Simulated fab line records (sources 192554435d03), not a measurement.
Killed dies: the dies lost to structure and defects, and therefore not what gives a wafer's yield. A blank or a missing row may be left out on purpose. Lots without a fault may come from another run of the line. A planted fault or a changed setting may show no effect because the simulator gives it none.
Chamber matching :: flow n5 finfet :: 4 sister chambers for N5_BEOL_M1_ALD_98 on ald sin-02
The step deposits SiO2, target thk 2.5 nm, pulse time 1 s, co reactant pulse time 1 s. 8 wafers are shown with their chamber, then 11 later ones without.

## WAFERS PAIRED WITH THEIR CHAMBERS
wafer: L079.1
chamber: 1
heater power w (W): 72
precursor pulse height rel: 1.002

wafer: L081.6
chamber: 0
heater power w (W): 76
precursor pulse height rel: 0.977

wafer: L082.2
chamber: 3
heater power w (W): 91
precursor pulse height rel: 0.997

wafer: L082.3
chamber: 1
heater power w (W): 72
precursor pulse height rel: 1.012

wafer: L082.4
chamber: 0
heater power w (W): 78
precursor pulse height rel: 1.029

wafer: L082.5
chamber: 2
heater power w (W): 79
precursor pulse height rel: 1.038

wafer: L082.6
chamber: 3
heater power w (W): 94
precursor pulse height rel: 0.992

wafer: L083.2
chamber: 2
heater power w (W): 79
precursor pulse height rel: 0.990

## WAFERS WHOSE CHAMBER IS MISSING
wafer: L083.4
heater power w (W): 71
precursor pulse height rel: 0.971

wafer: L083.5
heater power w (W): 78
precursor pulse height rel: 0.989

wafer: L085.2
heater power w (W): 72
precursor pulse height rel: 1.022

wafer: L085.3
heater power w (W): 77
precursor pulse height rel: 0.989

wafer: L085.4
heater power w (W): 93
precursor pulse height rel: 0.980

wafer: L094.2
heater power w (W): 80
precursor pulse height rel: 0.986

wafer: L094.3
heater power w (W): 93
precursor pulse height rel: 0.996

wafer: L094.4
heater power w (W): 71
precursor pulse height rel: 1.043

wafer: L095.1
heater power w (W): 75
precursor pulse height rel: 1.007

wafer: L095.3
heater power w (W): 71
precursor pulse height rel: 0.969

wafer: L095.5
heater power w (W): 96
precursor pulse height rel: 0.996

## THE CHAMBER EACH PASSED THROUGH
wafer: L083.4
from the rows above: 1
in truth: 1

wafer: L083.5
from the rows above: can't be placed: 0 or 2
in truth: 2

wafer: L085.2
from the rows above: 1
in truth: 1

wafer: L085.3
from the rows above: can't be placed: 0 or 2
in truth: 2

wafer: L085.4
from the rows above: 3
in truth: 3

wafer: L094.2
from the rows above: can't be placed: 2 or 0
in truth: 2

wafer: L094.3
from the rows above: 3
in truth: 3

wafer: L094.4
from the rows above: 1
in truth: 1

wafer: L095.1
from the rows above: can't be placed: 0 or 1 or 2
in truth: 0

wafer: L095.3
from the rows above: 1
in truth: 1

wafer: L095.5
from the rows above: 3
in truth: 3
Placed correctly: 7 of 11. Not placeable from these rows: 4 (in 4, the candidates include the true chamber). Wrongly placed: 0.
How it was worked out, from the rows above alone: a wafer's distance from a chamber is the root of the sum, over the readings, of the square of ((its reading less the chamber's mean) divided by the reading's scatter). The wafer belongs to the nearest chamber; if the next one is less than 2 further off, it can't be placed. Each chamber's mean is taken over the wafers shown for it. The scatter: the root of (the sum of the squares of (reading less its chamber's mean) over the shown wafers, divided by (wafers less chambers)).
